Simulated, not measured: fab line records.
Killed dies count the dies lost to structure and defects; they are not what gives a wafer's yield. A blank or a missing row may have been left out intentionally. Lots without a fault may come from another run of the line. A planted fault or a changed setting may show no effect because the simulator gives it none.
Chamber matching ; flow nand_harc ; NHARC_A_STAIRCASE_DEP_151 on pecvd-02 has 3 sister chambers
The step deposits SiO2, target thk 3800 nm. 3 wafers are shown with their chamber, then 10 later ones without.

WAFERS PAIRED WITH THEIR CHAMBERS
wafer;chamber;heater_power_w (W)
L090.3;1;642
L089.1;2;817
L089.2;0;806

WAFERS MISSING THEIR CHAMBER
wafer;heater_power_w (W)
L089.5;745
L093.1;847
L093.2;726
L093.6;597
L092.1;838
L092.3;768
L092.4;731
L094.1;731
L094.4;677
L094.6;601

EACH ONE'S CHAMBER
wafer;from the rows above;in truth
L089.5;can't be placed: 0 or 2 or 1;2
L093.1;can't be placed: 2 or 0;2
L093.2;can't be placed: 0 or 1 or 2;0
L093.6;1;1
L092.1;can't be placed: 2 or 0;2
L092.3;can't be placed: 0 or 2 or 1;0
L092.4;can't be placed: 0 or 2 or 1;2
L094.1;can't be placed: 0 or 2 or 1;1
L094.4;can't be placed: 1 or 0 or 2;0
L094.6;1;1
Correctly placed: 2 of 10. Can't be placed from these rows: 8 (the true chamber is among the candidates in 8). Placed wrongly: 0.
How it was worked out, from the rows above alone: a wafer's distance from a chamber is the root of the sum, over the readings, of the square of ((its reading less the chamber's mean) divided by the reading's scatter). If the next closest chamber is less than 2 further off than the closest, the wafer can't be placed; otherwise it belongs to the closest. Each chamber's mean is taken over the wafers shown for it. The scatter: root of mean squared gap, hidden wafer to nearest shown wafer, with one shown wafer a chamber.
